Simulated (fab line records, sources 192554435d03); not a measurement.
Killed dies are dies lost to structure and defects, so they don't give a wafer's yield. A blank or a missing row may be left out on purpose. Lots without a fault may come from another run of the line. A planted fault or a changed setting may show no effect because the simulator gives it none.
Chamber matching | flow n5_finfet | N5_BEOL_M7_ETCH_62 on rie_diel-04: 4 sister chambers
The step etches SOC in N2/H2, target depth 110 nm, overetch 22 nm, time 165 s. 4 wafers are shown with their chamber, then 10 later ones without.

WAFERS WITH THEIR CHAMBER
wafer  | chamber | drypump_motor_current_A (A)
L089.2 | 3       | 5.4
L089.4 | 1       | 5.8
L091.3 | 2       | 5.4
L091.5 | 0       | 6.4

WAFERS WITHOUT THEIR CHAMBER
wafer  | drypump_motor_current_A (A)
L091.6 | 5.5
L092.3 | 5.8
L092.4 | 6.4
L092.6 | 5.4
L093.1 | 5.8
L093.2 | 5.4
L093.4 | 5.4
L094.1 | 5.4
L094.2 | 5.8
L094.5 | 5.4

WHICH CHAMBER EACH WENT THROUGH
wafer  | from the rows above     | in truth
L091.6 | can't be placed: 2 or 3 | 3
L092.3 | 1                       | 1
L092.4 | 0                       | 0
L092.6 | can't be placed: 2 or 3 | 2
L093.1 | 1                       | 1
L093.2 | can't be placed: 2 or 3 | 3
L093.4 | can't be placed: 2 or 3 | 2
L094.1 | can't be placed: 2 or 3 | 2
L094.2 | 1                       | 1
L094.5 | can't be placed: 2 or 3 | 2
Placed correctly: 4 of 10. Can't be placed from these rows: 6 (the true chamber is among the candidates in 6). Placed wrongly: 0.
How it was worked out, from the rows above alone: a wafer's distance from a chamber is the root of the sum, over the readings, of the square of ((its reading less the chamber's mean) divided by the reading's scatter). The wafer belongs to the nearest chamber; if the next one is less than 2 further off, it can't be placed. A chamber's mean is the mean of its shown wafers. The scatter: with one shown wafer a chamber, the root of the mean of the squares of how far each hidden wafer lies from its nearest shown one.
